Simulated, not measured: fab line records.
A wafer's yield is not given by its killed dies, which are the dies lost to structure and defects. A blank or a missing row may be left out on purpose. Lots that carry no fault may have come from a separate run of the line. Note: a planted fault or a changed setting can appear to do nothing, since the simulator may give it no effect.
Which tool is to blame? :: flow n5Finfet :: Sampling: 6 lots, 18 wafers, 2 of 1938 route steps

WHAT THE GAUGES SHOWED, per wafer
N5_BEOL_M12_INSPECT_55: inspects for defects (darkfield).
lot: L166
measured: day 14 20:08
on: defectInspect-02
rawDefectCount: 109 60 47

lot: L165
measured: day 15 06:02
on: defectInspect-02
rawDefectCount: 55 73 76

lot: L170
measured: day 17 13:22
on: defectInspect-02
rawDefectCount: 75 67 138

lot: L174
measured: day 18 04:33
on: defectInspect-01
rawDefectCount: 80 40 37

lot: L177
measured: day 18 23:22
on: defectInspect-01
rawDefectCount: 62 70 44

lot: L181
measured: day 19 17:56
on: defectInspect-01
rawDefectCount: 81 88 86

WHAT TOOL EACH LOT RAN ON (gives the tool, then ch and the chambers of the sampled wafers, and finally the start)
lot: L166
N5_BEOL_M12_CMP_49: cmp-01 ch 0,1,3, day 14 19:41

lot: L165
N5_BEOL_M12_CMP_49: cmp-04 ch 0,1,2, day 15 05:38

lot: L170
N5_BEOL_M12_CMP_49: cmp-01 ch 0,1, day 17 12:55

lot: L174
N5_BEOL_M12_CMP_49: cmp-02 ch 0,2,3, day 18 04:05

lot: L177
N5_BEOL_M12_CMP_49: cmp-04 ch 0,1, day 18 22:55

lot: L181
N5_BEOL_M12_CMP_49: cmp-02 ch 1,2,3, day 19 17:32
- N5_BEOL_M12_CMP_49: polishes, stops on SiOC, t overpolish 20.6 s, target thk 320 nm.

THE ANSWER, worked out from the rows above alone
Rule: usual is defined by the lots themselves. Put in order of their means at a reading, lots are off if they are a third of the lots or fewer, leave a main group of 4 or more, and stand apart from it by a gap of 3 or more times the standard deviation of the main group's means; of several such gaps the widest counts. Not used: any main group whose means are identical at the precision the tables above print for the reading. A lot without any number at a reading at which 4 lots or more have one is off too. Where the step has rows for the other lots, those lots are counted as sound.
Across all readings shown, no lot is off: no conclusion can be drawn from this.

WHAT THE SIMULATOR HAD INSERTED
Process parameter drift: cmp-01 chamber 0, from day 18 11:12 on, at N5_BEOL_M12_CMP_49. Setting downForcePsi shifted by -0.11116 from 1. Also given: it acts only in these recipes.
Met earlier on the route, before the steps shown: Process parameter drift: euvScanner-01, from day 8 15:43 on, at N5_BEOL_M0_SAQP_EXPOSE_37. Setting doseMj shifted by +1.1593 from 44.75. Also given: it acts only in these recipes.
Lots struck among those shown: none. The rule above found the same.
